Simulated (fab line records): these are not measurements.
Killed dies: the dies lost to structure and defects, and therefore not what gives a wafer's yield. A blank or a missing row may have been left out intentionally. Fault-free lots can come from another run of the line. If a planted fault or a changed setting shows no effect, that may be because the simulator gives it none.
One fault seen from 2 desks :: flow nand harc :: what lay behind the numbers comes last; until then each desk has only its own

AT THE METROLOGY DESK
Lot by lot, what the gauges showed, no matter which tool ran the lot: averages of those sampled wafers that carry a number. A lot is out of limits, marked OUT, if its mean lies more than 4 standard deviations from the usual mean; the brackets give that distance.
Columns: A = cd nm at NHARC_A_BLC_CD_MEAS_10, usual 100.4 nm
lot: L816
first seen here: day 22 20:35
A: 100.0

lot: L818
first seen here: day 23 04:45
A: 99.8

lot: L820
first seen here: day 23 19:01
A: 100.4

lot: L819
first seen here: day 23 21:01
A: 101.1

lot: L821
first seen here: day 24 16:27
A: 100.9

lot: L830
first seen here: day 28 05:26
A: 100.1

lot: L832
first seen here: day 28 22:50
A: 100.7

lot: L833
first seen here: day 29 07:10
A: 100.1

lot: L834
first seen here: day 30 11:05
A: 100.6

lot: L835
first seen here: day 30 14:46
A: 100.5

lot: L838
first seen here: day 31 03:43
A: 100.1

lot: L839
first seen here: day 32 14:03
A: 100.1
This desk's finding: nothing out of limits on any of the 12 lots.

THE TOOL OWNER'S DESK: rie diel-11
The tool's own readings at NHARC_A_BLC_ETCH_17 (etches the open film in N2/H2, target depth 390 nm, time 609.38 s): means of the sampled wafers that have a number, for each lot that ran on this tool. A lot is out of limits, marked OUT, if its mean lies more than 4 standard deviations from the usual mean; the brackets give that distance.
Columns: A = drypump motor current A at NHARC_A_BLC_ETCH_17, usual 5.9 A; B = oes product au at NHARC_A_BLC_ETCH_17, usual 0.999 a.u.; C = rf vpp V at NHARC_A_BLC_ETCH_17, usual 430.3 V; D = run length s at NHARC_A_BLC_ETCH_17, usual 630.8 s; E = showerhead plenum p Torr at NHARC_A_BLC_ETCH_17, usual 2.03 Torr; F = throttle valve pct at NHARC_A_BLC_ETCH_17, usual 14.170 %
lot: L818
first seen here: day 23 05:07
A: 6.0
B: 1.000
C: 427.9
D: 630.8
E: 1.94
F: 14.180

lot: L820
first seen here: day 23 19:22
A: 6.4
B: 0.996
C: 430.6
D: 631.1
E: 2.05
F: 14.164

lot: L819
first seen here: day 23 21:23
A: 6.1
B: 0.990
C: 429.7
D: 625.7 (-9.7) OUT
E: 2.02
F: 14.181

lot: L830
first seen here: day 28 05:50
A: 6.0
B: 0.995
C: 430.8
D: 631.5
E: 2.05
F: 14.165

lot: L833
first seen here: day 29 07:34
A: 5.8
B: 0.989
C: 429.5
D: 631.2
E: 2.00
F: 14.178

lot: L834
first seen here: day 30 11:32
A: 6.1
B: 1.000
C: 429.5
D: 631.4
E: 2.02
F: 14.161

lot: L838
first seen here: day 31 04:06
A: 5.8
B: 1.000
C: 428.7
D: 631.0
E: 1.99
F: 14.174

lot: L839
first seen here: day 32 14:32
A: 5.9
B: 0.997
C: 428.8
D: 631.0
E: 1.96
F: 14.170
This desk's finding: out of limits on L819; first on L819, day 23 21:23 (run length s at NHARC_A_BLC_ETCH_17). In limits: L818, L820, L830, L833, L834, L838, L839.

ALL TOGETHER
An alarm could have come from the tool owner's desk at day 23 21:23, on L819.
Nothing out of limits was seen by the metrology desk.
The metrology desk holds a record of L819, inside its limits.
NHARC_A_BLC_ETCH_17 was run on rie diel-11 by each of the lots named.

WHAT HAD BEEN PUT IN BY THE SIMULATOR
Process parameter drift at NHARC_A_BLC_ETCH_17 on rie diel-11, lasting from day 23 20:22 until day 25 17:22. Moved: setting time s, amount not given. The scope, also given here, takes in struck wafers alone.
Lots struck among those shown: L819.
How many hours passed from the start of the fault until each desk's first out-of-limits reading: the tool owner's desk, 1.
